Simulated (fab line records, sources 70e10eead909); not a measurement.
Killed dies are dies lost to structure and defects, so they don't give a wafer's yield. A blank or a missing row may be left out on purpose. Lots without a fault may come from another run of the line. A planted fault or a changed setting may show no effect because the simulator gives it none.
One fault seen from 2 desks | flow nand_harc | each desk has only its own numbers; what lay behind them comes last

THE TOOL OWNER'S DESK: pvd_sputter-03
The tool's own readings at NHARC_A_M0_PVD_21 (deposits Cu, target thk 30 nm, time 20.49 s): means of the sampled wafers that have a number, for each lot that ran on this tool. A lot is out of limits, marked OUT, if its mean lies more than 4 standard deviations from the usual mean; the brackets give that distance.
Columns: A = throttle_valve_pct at NHARC_A_M0_PVD_21, usual 29.4 %
lot  | first seen here | A
L326 | day 23 08:59    | 29.6
L325 | day 23 14:57    | 29.6
L329 | day 24 20:26    | 28.3
L333 | day 27 14:58    | 29.1
L345 | day 31 23:50    | 29.8
L343 | day 32 03:11    | 28.8
L346 | day 32 18:23    | 29.8
This desk's finding: nothing out of limits on any of the 7 lots.

THE METROLOGY DESK
What the gauges read, lot by lot, whatever tool the lot ran on: means of the sampled wafers that have a number. A lot is out of limits, marked OUT, if its mean lies more than 4 standard deviations from the usual mean; the brackets give that distance.
Columns: A = cd_nm at NHARC_THIN_TSV_CD_MEAS_33, usual 5000.7 nm
lot  | first seen here | A
L326 | day 24 13:07    | 5000.1
L325 | day 24 21:05    | 5001.3
L323 | day 24 22:07    | 5000.2
L329 | day 26 00:21    | 4999.6
L333 | day 29 04:15    | 5003.9
L339 | day 30 11:17    | 5001.8
L338 | day 30 13:53    | 5002.0
L340 | day 30 18:55    | 5000.4
L342 | day 32 08:28    | 5000.0
L345 | day 33 03:28    | 5000.4
L343 | day 33 08:21    | 5000.1
L346 | day 34 01:10    | 4998.8
This desk's finding: nothing out of limits on any of the 12 lots.

PUT TOGETHER
The tool owner's desk saw nothing out of limits.
The metrology desk saw nothing out of limits.

WHAT THE SIMULATOR HAD PUT IN
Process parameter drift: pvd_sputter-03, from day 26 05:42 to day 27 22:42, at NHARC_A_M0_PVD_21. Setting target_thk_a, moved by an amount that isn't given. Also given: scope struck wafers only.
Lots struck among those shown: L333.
